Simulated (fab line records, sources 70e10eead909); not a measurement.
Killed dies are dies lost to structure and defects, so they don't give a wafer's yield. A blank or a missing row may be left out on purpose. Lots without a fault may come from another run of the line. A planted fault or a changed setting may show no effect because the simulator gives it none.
fab line records | flow nand_harc
record lots=13 wafers=39 last_day=33
route steps=1302 shown A_M1@1190 END@1302
lots that met no fault: from a run of the same line without faults
start_h: hours from the record's first day to the start of the lot's first wafer shown | wait_h: hours since the lot's step before | " the same as in the row above | L1.1+2: a row that stands for several wafers | - no value, or no start given | * or withheld: withheld | < > ~ a bound
route shown NAME@n: a module of which the file shows steps, and the number in the route of the first | usual: mean/standard deviation of fault-free wafers | same: alike in all rows | chamber/n: place in a boat | sites: the reading at each site | _std_site: their standard deviation | _edge_site: outer sites' mean less inner sites' | radius_mm: how far each site lies from the wafer's centre | mask NAME#n: copy n | behind: the tool/chamber that last shaped the wafer | hold: why the lot was held/for how many hours/how that ended | device: the transistor (n, p or np) that didn't switch | end of line: the same wafers' tests at the end of the route | a step without rows: its recipe alone | killed: dies lost to structure and defects at the first sort, not the wafer's yield | map: a wafer's dies, x killed, . not, _ none there
set.NAME: the setting as run; set.NAME@STEP: as run at that earlier step | model.NAME: the simulator's own value behind a step, which no gauge read
steps of the route over a sample of lots; a table a step, a row a wafer
services: from which hour (start_h, from the record's first day; less than 0 if before it) a tool's chamber was out of use, for how many hours, and why
## steps
# step NHARC_A_M1_PRE_CLEAN_30
# recipe time_s=30 temp_c=280 gas=H2/He
# usual heater_power_w=414/52
# columns lot.wafer tool chamber start_h wait_h heater_power_w
L578.3 pvd_sputter-01 - - - 506
L578.4 " - " " 435
L578.5 " - " " 349
L579.4 pvd_sputter-03 - - - 444
L579.6 " - " " 431
L579.5 " - " " 385
L580.1 pvd_sputter-02 - - - 429
L580.2 " - " " 326
L580.4 " - " " 334
L582.3 pvd_sputter-03 - - - 449
L582.1 " - " " 386
L582.5 " - " " 447
L584.4 pvd_sputter-03 - - - 438
L584.1 " - " " 383
L584.2 " - " " 453
L585.1 pvd_sputter-01 - - - 505
L585.4 " - " " 455
L585.6 " - " " 514
L586.4 pvd_sputter-02 - - - 325
L586.1 " - " " 346
L586.6 " - " " 333
L594.2 pvd_sputter-01 - - - 358
L594.3 " - " " 476
L594.5 " - " " 357
L597.4 pvd_sputter-03 - - - 416
L597.3 " - " " 424
L597.1 " - " " 421
L595.4 pvd_sputter-02 - - - 339
L595.5 " - " " 339
L595.6 " - " " 369
L596.4 pvd_sputter-02 - - - 360
L596.5 " - " " 339
L596.6 " - " " 370
L599.2 pvd_sputter-02 - - - 352
L599.5 " - " " 351
L599.6 " - " " 359
L598.1 pvd_sputter-01 - - - 477
L598.2 " - " " 499
L598.6 " - " " 466
# step NHARC_A_M1_PVD_20
# recipe target_thk_a=50 bias_v=168.6 power_w=15000 chamber_pressure_pa=0.12 time_s=8.06 substrate_temp_c=50 material=TaN
# usual bias_v=168.2/1.8 chamber_pressure_pa=0.11999/0.00023 throttle_valve_pct=29.7/1.1
# columns lot.wafer tool chamber start_h wait_h bias_v chamber_pressure_pa throttle_valve_pct
L578.4 pvd_sputter-01 - - - 168.3 0.11977 29.5
L578.3 " - " " 170.7 0.11988 28.0
L578.5 " - " " 166.1 0.11979 29.1
L579.4 pvd_sputter-03 - - - 168.1 0.11951 31.1
L579.6 " - " " 168.8 0.12009 27.1
L579.5 " - " " 169.3 0.11979 31.2
L580.4 pvd_sputter-02 - - - 168.8 0.12016 28.6
L580.2 " - " " 169.1 0.11991 30.9
L580.1 " - " " 169.0 0.12014 30.5
L582.3 pvd_sputter-03 - - - 166.1 0.12036 30.1
L582.1 " - " " 168.7 0.11998 31.2
L582.5 " - " " 167.1 0.12007 29.9
L584.4 pvd_sputter-03 - - - 166.8 0.12008 27.3
L584.2 " - " " 167.7 0.12005 31.1
L584.1 " - " " 166.0 0.11954 29.9
L585.1 pvd_sputter-01 - - - 165.9 0.11987 29.4
L585.4 " - " " 165.6 0.12019 28.3
L585.6 " - " " 170.7 0.11973 29.6
L586.4 pvd_sputter-02 - - - 167.8 0.12014 30.5
L586.1 " - " " 171.3 0.12023 29.0
L586.6 " - " " 166.1 0.11958 30.7
L594.2 pvd_sputter-01 - - - 165.2 0.11987 29.4
L594.3 " - " " 169.9 0.11985 30.9
L594.5 " - " " 170.8 0.11966 29.4
L597.1 pvd_sputter-03 - - - 165.7 0.12026 30.7
L597.3 " - " " 164.7 0.11993 30.4
L597.4 " - " " 166.9 0.12025 29.6
L595.4 pvd_sputter-02 - - - 167.7 0.11964 30.3
L595.5 " - " " 165.7 0.11983 29.7
L595.6 " - " " 166.3 0.11991 30.4
L596.4 pvd_sputter-02 - - - 168.7 0.11989 29.2
L596.6 " - " " 167.6 0.12008 28.8
L596.5 " - " " 170.6 0.11978 30.5
L599.2 pvd_sputter-02 - - - 166.3 0.12011 30.4
L599.5 " - " " 167.1 0.12009 29.7
L599.6 " - " " 166.9 0.11997 30.3
L598.2 pvd_sputter-01 - - - 173.6 0.12004 29.5
L598.1 " - " " 170.2 0.11994 28.4
L598.6 " - " " 170.4 0.12017 29.4
# step NHARC_A_M1_INSPECT_27
# usual raw_defect_count=543/130
# columns lot.wafer tool chamber start_h wait_h raw_defect_count
L578.3 defect_inspect-02 - 537.85 0.0 419
L578.4 " - " " 386
L578.5 " - " " 412
L579.4 defect_inspect-02 - 540.74 0.0 441
L579.5 " - " " 518
L579.6 " - " " 406
L580.1 defect_inspect-01 - 545.53 0.0 602
L580.2 " - " " 631
L580.4 " - " " 528
L582.1 defect_inspect-02 - 578.80 0.0 373
L582.3 " - " " 437
L582.5 " - " " 505
L584.1 defect_inspect-01 - 589.85 0.0 476
L584.2 " - " " 530
L584.4 " - " " 617
L585.1 defect_inspect-01 - 616.46 0.0 454
L585.4 " - " " 560
L585.6 " - " " 505
L586.1 defect_inspect-02 - 617.90 0.0 467
L586.4 " - " " 675
L586.6 " - " " 457
L594.2 defect_inspect-01 - 684.72 0.0 467
L594.3 " - " " 620
L594.5 " - " " 409
L597.1 defect_inspect-01 - 720.50 0.0 570
L597.3 " - " " 445
L597.4 " - " " 607
L595.4 defect_inspect-02 - 722.31 0.1 567
L595.5 " - " " 963
L595.6 " - " " 659
L596.4 defect_inspect-02 - 723.54 0.0 482
L596.5 " - " " 623
L596.6 " - " " 503
L599.2 defect_inspect-02 - 730.88 0.0 511
L599.5 " - " " 589
L599.6 " - " " 533
L598.1 defect_inspect-01 - 736.81 0.0 317
L598.2 " - " " 407
L598.6 " - " " 477
# step NHARC_A_M1_DEP_33
# recipe target_thk_a=300 temp_c=370 target_thk_nm=30 pressure_torr=3 flow_sccm=200 rf_w=450 material=SiCN
# usual heater_power_w=549/57 rf_fwd_power_W=449.1/1.4 showerhead_vpp_V=1331/73
# columns lot.wafer tool chamber start_h wait_h heater_power_w rf_fwd_power_W showerhead_vpp_V
L578.3 pecvd-01 0 538.08 0.1 441 448.3 1302
L578.4 " 1 " " 495 451.4 1463
L578.5 " 2 " " 477 446.2 1341
L579.5 pecvd-01 0 541.01 0.2 536 446.9 1320
L579.6 " 1 " " 514 448.9 1481
L579.4 " 2 " " 547 449.6 1335
L580.1 pecvd-01 0 545.68 0.1 463 450.7 1333
L580.2 " 2 " " 475 448.6 1353
L580.4 " 0 " " 446 450.3 1324
L582.1 pecvd-03 2 578.95 0.1 571 448.9 1322
L582.3 " 1 " " 586 449.4 1321
L582.5 " 1 " " 575 449.2 1316
L584.2 pecvd-01 0 590.04 0.1 536 447.9 1332
L584.1 " 1 " " 448 449.7 1465
L584.4 " 1 " " 449 447.7 1462
L585.1 pecvd-02 2 616.65 0.1 641 449.7 1385
L585.4 " 2 " " 619 449.2 1344
L585.6 " 0 " " 553 449.4 1362
L586.1 pecvd-02 0 618.13 0.1 447 450.3 1351
L586.6 " 1 " " 631 447.9 1243
L586.4 " 2 " " 513 449.3 1344
L594.3 pecvd-03 0 684.87 0.1 675 447.4 1178
L594.2 " 1 " " 494 447.4 1310
L594.5 " 0 " " 670 450.4 1178
L597.3 pecvd-01 0 720.69 0.1 490 449.3 1311
L597.1 " 1 " " 505 450.4 1485
L597.4 " 2 " " 478 448.8 1341
L595.5 pecvd-03 0 722.58 0.2 622 448.8 1182
L595.4 " 1 " " 507 520.3 1443
L595.6 " 2 " " 543 448.6 1337
L596.5 pecvd-03 1 723.82 0.2 567 521.2 1435
L596.6 " 2 " " 581 447.8 1335
L596.4 " 0 " " 617 447.8 1187
L599.2 pecvd-02 1 731.57 0.1 633 449.4 1248
L599.6 " 0 " " 523 449.6 1368
L599.5 " 1 " " 634 451.5 1264
L598.1 pecvd-02 0 737.00 0.1 564 449.3 1361
L598.2 " 1 " " 625 449.7 1244
L598.6 " 2 " " 546 447.8 1378
# step NHARC_END_SORT_01
# recipe temp_c=25
# usual defect_limited_yield=90.3/3 killed_at_array=60/21 killed_at_other=1.0/1.2 killed_at_periphery=4.2/2.8 killed_dies=65/20 killed_open=3.1/1.8 killed_short=2.6/1.6
# same gross_dies=677
# columns lot.wafer tool chamber start_h wait_h defect_limited_yield[%] killed_at_array killed_at_other killed_at_periphery killed_dies killed_open killed_short
L579.4 prober-02 0 572.72 3.4 92.8 42 0 7 49 1 1
L579.5 prober-02 0 573.53 3.7 91.6 49 1 7 57 2 4
L579.6 prober-02 0 574.33 4.0 91.7 44 2 10 56 1 2
L580.1 prober-01 0 580.79 2.5 88.6 76 1 0 77 4 1
L580.2 prober-01 0 581.62 2.8 85.1 98 2 1 101 5 1
L580.4 prober-01 0 583.26 3.5 85.7 94 1 2 97 2 5
L584.1 prober-02 0 623.16 2.5 86.3 88 1 4 93 5 3
L584.2 prober-02 0 623.96 2.8 85.4 96 0 3 99 5 4
L584.4 prober-02 0 625.55 3.4 86.0 93 1 1 95 1 4
L585.1 prober-01 0 656.42 2.5 88.6 69 6 2 77 6 2
L585.4 prober-01 0 658.78 3.4 87.3 85 0 1 86 5 1
L585.6 prober-01 0 660.36 3.9 87.3 83 1 2 86 3 3
L596.4 prober-01 0 773.41 3.4 92.2 48 0 5 53 3 2
L596.5 prober-01 0 774.23 3.7 91.6 48 0 9 57 4 3
L596.6 prober-01 0 775.04 4.1 91.7 44 0 12 56 3 2
# killed by level:class
L579.4 A_CHANNEL_HOLE_D2:chamber_film_flake=32 P_GATE:chamber_film_flake=5 A_CONTACT:chamber_film_flake=4 A_STAIRCASE:chamber_film_flake=2 A_DECK1_JOINT:geometric_particle:open=1 A_SLIT:geometric_particle:short=1 P_STI:chamber_film_flake=1 P_BONDPAD:chamber_film_flake=1
L579.5 A_CHANNEL_HOLE_D2:chamber_film_flake=38 P_GATE:chamber_film_flake=5 A_ONON_D1:geometric_particle:short=2 A_CONTACT:chamber_film_flake=2 A_BLC:chamber_film_flake=2 P_M1:geometric_particle:open=1 A_CHANNEL_FILL_D1:geometric_particle:open=1 A_DECK1_JOINT:geometric_particle:short=1
L579.6 A_CHANNEL_HOLE_D2:chamber_film_flake=31 P_GATE:chamber_film_flake=6 A_CONTACT:chamber_film_flake=5 P_STI:chamber_film_flake=3 A_CHANNEL_HOLE_D1:chamber_film_flake=2 A_STAIRCASE:chamber_film_flake=2 THIN_TSV:chamber_film_flake=2 P_STI:geometric_particle:open=1
L580.1 A_CHANNEL_HOLE_D1:chamber_film_flake=23 A_CHANNEL_HOLE_D2:chamber_film_flake=20 A_SLIT:chamber_film_flake=14 A_SGD_CUT:chamber_film_flake=5 A_CONTACT:chamber_film_flake=3 A_CHANNEL_FILL_D1:geometric_particle:open=2 A_ZERO_WELL:chamber_film_flake=2 A_BLC:chamber_film_flake=2
L580.2 A_SLIT:chamber_film_flake=30 A_CHANNEL_HOLE_D1:chamber_film_flake=27 A_CHANNEL_HOLE_D2:chamber_film_flake=25 A_SGD_CUT:chamber_film_flake=7 A_BLC:geometric_particle:open=4 A_BLC:chamber_film_flake=2 THIN_TSV:chamber_film_flake=2 A_ONON_D2:geometric_particle:open=1
L580.4 A_SLIT:chamber_film_flake=33 A_CHANNEL_HOLE_D2:chamber_film_flake=24 A_CHANNEL_HOLE_D1:chamber_film_flake=22 A_SGD_CUT:chamber_film_flake=7 P_CONTACT:geometric_particle:short=1 A_CHANNEL_HOLE_D1:geometric_particle:short=1 A_DECK1_JOINT:geometric_particle:open=1 A_CHANNEL_FILL_D2:geometric_particle:short=1
L584.1 A_CHANNEL_HOLE_D2:chamber_film_flake=30 A_CHANNEL_HOLE_D1:chamber_film_flake=28 A_SLIT:chamber_film_flake=15 A_STAIRCASE:chamber_film_flake=4 A_CONTACT:chamber_film_flake=4 A_CHANNEL_FILL_D2:geometric_particle:open=2 P_ZERO_WELL:chamber_film_flake=2 P_M0:geometric_particle:open=1
L584.2 A_CHANNEL_HOLE_D1:chamber_film_flake=29 A_SLIT:chamber_film_flake=27 A_CHANNEL_HOLE_D2:chamber_film_flake=25 P_ZERO_WELL:chamber_film_flake=2 A_STAIRCASE:chamber_film_flake=2 A_CONTACT:chamber_film_flake=2 A_SOURCE_PLATE:geometric_particle:open=1 A_SOURCE_PLATE:geometric_particle:short=1
L584.4 A_CHANNEL_HOLE_D1:chamber_film_flake=33 A_CHANNEL_HOLE_D2:chamber_film_flake=32 A_SLIT:chamber_film_flake=15 A_CONTACT:chamber_film_flake=3 A_M0:chamber_film_flake=3 A_WL_FILL:chamber_film_flake=2 A_SOURCE_PLATE:geometric_particle:short=1 A_SOURCE_PLATE:geometric_particle:open=1
L585.1 A_CHANNEL_HOLE_D1:chamber_film_flake=32 A_SLIT:chamber_film_flake=13 A_CHANNEL_HOLE_D2:chamber_film_flake=7 THIN_TSV:chamber_film_flake=6 A_STAIRCASE:chamber_film_flake=2 A_WL_FILL:chamber_film_flake=2 A_CONTACT:chamber_film_flake=2 A_BONDPAD:chamber_film_flake=2
L585.4 A_CHANNEL_HOLE_D1:chamber_film_flake=34 A_SLIT:chamber_film_flake=33 A_CHANNEL_HOLE_D2:chamber_film_flake=9 A_WL_FILL:geometric_particle:open=2 A_ONON_D1:geometric_particle:open=1 A_CHANNEL_FILL_D1:geometric_particle:open=1 A_DECK1_JOINT:geometric_particle:short=1 A_SGD_CUT:geometric_particle:open=1
L585.6 A_SLIT:chamber_film_flake=32 A_CHANNEL_HOLE_D1:chamber_film_flake=31 A_CHANNEL_HOLE_D2:chamber_film_flake=8 A_DECK1_JOINT:chamber_film_flake=2 A_STAIRCASE:chamber_film_flake=2 P_CONTACT:geometric_particle:open=1 A_ONON_D1:geometric_particle:open=1 A_CHANNEL_FILL_D1:geometric_particle:short=1
L596.4 A_CHANNEL_HOLE_D2:chamber_film_flake=25 A_SLIT:chamber_film_flake=8 A_CONTACT:chamber_film_flake=5 A_CHANNEL_HOLE_D1:chamber_film_flake=4 P_BONDPAD:chamber_film_flake=2 P_GATE:chamber_film_flake=2 P_M1:geometric_particle:open=1 A_CHANNEL_FILL_D1:geometric_particle:short=1
L596.5 A_CHANNEL_HOLE_D2:chamber_film_flake=21 A_SLIT:chamber_film_flake=9 P_GATE:chamber_film_flake=5 A_CHANNEL_HOLE_D1:chamber_film_flake=5 A_CONTACT:chamber_film_flake=4 P_CONTACT:geometric_particle:open=3 A_STAIRCASE:chamber_film_flake=3 A_ONON_D1:geometric_particle:short=1
L596.6 A_CHANNEL_HOLE_D2:chamber_film_flake=16 A_CONTACT:chamber_film_flake=11 P_GATE:chamber_film_flake=7 A_SLIT:chamber_film_flake=7 A_CHANNEL_HOLE_D1:chamber_film_flake=4 A_STAIRCASE:chamber_film_flake=3 P_M0:geometric_particle:open=2 P_BONDPAD:chamber_film_flake=2
## services
# columns tool chamber start_h hours kind
pecvd-03 - 521.54 1.5 repair
pvd_sputter-03 - 526.02 10.0 pm
pecvd-01 2 530.74 6.2 repair
pecvd-03 - 547.83 13.0 pm
pecvd-03 0 547.83 13.0 vent_cycle
pecvd-01 1 572.70 4.7 repair
pecvd-02 - 589.11 13.0 pm
pecvd-01 0 605.57 3.9 repair
pecvd-02 - 636.68 1.6 repair
pvd_sputter-02 - 647.00 10.0 pm
pvd_sputter-01 - 650.57 1.7 repair
pecvd-01 - 666.61 0.4 repair
pecvd-01 - 673.07 13.0 pm
pecvd-01 0 673.07 13.0 vent_cycle
pecvd-01 1 673.07 13.0 vent_cycle
pecvd-01 2 673.07 13.0 vent_cycle
pecvd-01 0 686.07 - clean
pecvd-01 1 686.07 - clean
pecvd-01 2 686.07 - clean
pvd_sputter-03 - 704.02 10.0 pm
pvd_sputter-02 - 705.67 2.7 repair
pecvd-02 0 722.93 3.8 repair
pecvd-03 - 728.83 13.0 pm
pvd_sputter-02 - 735.05 1.4 repair
## key
first_sign step=NHARC_A_M1_DEP_33 reading=rf_fwd_power_W direction=up sigmas=52 usual=* struck=*
effect none on later readings
met_at NHARC_A_M1_DEP_33
struck_lots L595,L596
struck_wafers L595.4,L596.5
not_acting_at NHARC_A_M1_PRE_CLEAN_30,NHARC_A_M1_PVD_20,NHARC_A_M1_INSPECT_27
onset_between 684.87 722.58
fault kind=process_parameter_drift tool=pecvd-03 chamber=1 onset_h=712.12 steps=NHARC_A_M1_DEP_33 channel=rf_w offset=* shape=step end_h=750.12 acts_in=* stated=*
